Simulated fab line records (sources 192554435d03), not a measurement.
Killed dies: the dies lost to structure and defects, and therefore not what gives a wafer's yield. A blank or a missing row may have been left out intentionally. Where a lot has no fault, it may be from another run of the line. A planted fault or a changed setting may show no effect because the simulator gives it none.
A struck lot beside a sound one :: flow n5_finfet :: 39 steps out of a route of 1938
Sound: wafers L888.1, L888.2, L888.3. Struck: wafers L881.1, L881.3, L881.5. At the end, the cause is stated.
Order at every step that has rows: each side's tool, ch and its chambers, its first start. Under that, the readings that differ: sound wafers :: struck wafers :: difference of the means :: sigmas: that difference in standard deviations of wafers without a fault.
alike: same words and numbers on both sides, and readings whose means sit less than 2 such deviations apart. not compared: any withheld reading, any reading some wafer has no value for, any bound like >300 that may hide the same value, and any number with overlapping values for which the record gives no deviation.
A row with sigmas, a row that says differs or no value, or rows on one side alone: a step with any of these is where the two part. When numbers do not overlap yet have no deviation, they are printed without sigmas and do not part them. A reading missing from all wafers of one side parts the sides only when that side holds two or more wafers.

first, 11 steps without rows for these wafers: N5_BEOL_M0_ANNEAL_117 (time 60 s); N5_BEOL_M0_SPUTTER_132 (material Cu, target thk 4 nm, time 7.37 s); N5_BEOL_M0_ANNEAL_133 (time 60 s); N5_BEOL_M0_SPUTTER_134 (material Cu, target thk 4 nm, time 7.37 s); N5_BEOL_M0_ANNEAL_135 (time 60 s); N5_BEOL_M0_SPUTTER_141 (material Cu, target thk 4 nm, time 7.37 s); N5_BEOL_M0_ECD_118 (material Cu, target thk 300 nm); N5_BEOL_M0_ANNEAL_119 (time 90 s); N5_BEOL_M0_CMP_120 (polishes, stops on SiOC, t overpolish 6.9 s); N5_BEOL_M0_PRE_CLEAN_131 (time 15 s); N5_BEOL_M0_CO_CAP_123 (material Co, precursor CCTBA/H2, target thk 2 nm, time 102.1 s).
N5_BEOL_M0_PRE_CLEAN_124: time 15 s.
  sound on pecvd-03 ch 0,1,2, day 12 00:15; struck on pecvd-02 ch 0,1, day 9 23:59
  alike: rf_fwd_power_W
then, 1 step without rows for these wafers: N5_BEOL_M0_DEP_125 (deposits SiCN from 3MS/NH3, target thk 8 nm, time 14 s).
N5_BEOL_M0_INSPECT_127: inspects for defects (darkfield).
  sound on defect_inspect-02 at day 12 00:22; struck on defect_inspect-02 at day 10 00:06
reading: raw_defect_count
sound: 35 40 62
struck: 358 337 376
difference: +311
sigmas: +14
then, 12 steps without rows for these wafers: N5_BEOL_M1_ILD_DEP_00 (deposits SiOC from DEMS/O2, target thk 79 nm, time 15.3 s); N5_BEOL_M1_PECVD_72 (deposits SiO2 from TEOS/O2, target thk 16 nm, time 18 s); N5_BEOL_M1_HM_DEP_02 (deposits TiN, target thk 20 nm); N5_BEOL_M1_COAT_61 (time 60 s, resist thk 60 nm); N5_BEOL_M1_COAT_62 (time 60 s, resist thk 12 nm); N5_BEOL_M1_COAT_73 (time 60 s, resist thk 5 nm); N5_BEOL_M1_COAT_05 (resist thk 30 nm); N5_BEOL_M1_EBR_07; N5_BEOL_M1_SOFTBAKE_06 (time 60 s); N5_BEOL_M1_EXPOSE_08 (exposes mask M1); N5_BEOL_M1_PEB_09 (peb time 60 s); N5_BEOL_M1_DEVELOP_10 (develop time 30 s).
N5_BEOL_M1_INSPECT_13: inspects for defects (brightfield).
  sound on defect_inspect-01 at day 12 02:49; struck on defect_inspect-02 at day 10 01:11
reading: raw_defect_count
sound: 361 345 335
struck: 618 599 704
difference: +293
sigmas: +4
then, 9 steps without rows for these wafers: N5_BEOL_M1_DESCUM_16 (chemistry O2, time 7 s); N5_BEOL_M1_ETCH_74 (etches underlayer in N2/H2, target depth 6.5 nm, time 5.2 s); N5_BEOL_M1_ETCH_63 (etches SiARC in CF4, target depth 15.6 nm, time 26 s); N5_BEOL_M1_ETCH_64 (etches SOC in N2/H2, target depth 75 nm, overetch 15 nm, time 112.5 s); N5_BEOL_M1_STRIP_65 (strips in N2/H2); N5_BEOL_M1_STRIP_75 (strips in N2/H2); N5_BEOL_M1_STRIP_66 (strips in CF4); N5_BEOL_M1_HM_OPEN_17 (chemistry Cl2/BCl3, target TiN, target depth 20 nm, overetch 6 nm); N5_BEOL_M1_STRIP_19 (strips in O2).
N5_BEOL_M1_INSPECT_30: inspects for defects (brightfield).
  sound on defect_inspect-01 at day 12 04:04; struck on defect_inspect-01 at day 10 02:13
reading: raw_defect_count
sound: 368 349 342
struck: 623 608 716
difference: +296
sigmas: +4
-- here the record skips 2 days between the struck wafers' starts before and after, leaving off in module BEOL_M1 and picking up in module BEOL_M4 (first step shown: number 1111 of the route) --
N5_BEOL_M4_RC_MEAS_101:
  sound on prober-01 ch 0, day 14 00:56; struck on prober-01 ch 0, day 12 03:11
  alike: DIBL_N, DIBL_P, IOFF_N, IOFF_P, ION_N, ION_P, SS_N, SS_P, VT_N, VT_P
-- here the record skips 4 days between the struck wafers' starts before and after, leaving off in module BEOL_M4 and picking up in module PASSIVATION (first step shown: number 1936 of the route) --
N5_PASSIVATION_PROBE_49:
  record: rows for the struck wafers here (prober-02, day 16 06:49), none for the sound ones

WHERE THEY PART
Last at N5_PASSIVATION_PROBE_49 as far as this record goes, first at N5_BEOL_M0_INSPECT_127.

WHY: what had been put in by the simulator
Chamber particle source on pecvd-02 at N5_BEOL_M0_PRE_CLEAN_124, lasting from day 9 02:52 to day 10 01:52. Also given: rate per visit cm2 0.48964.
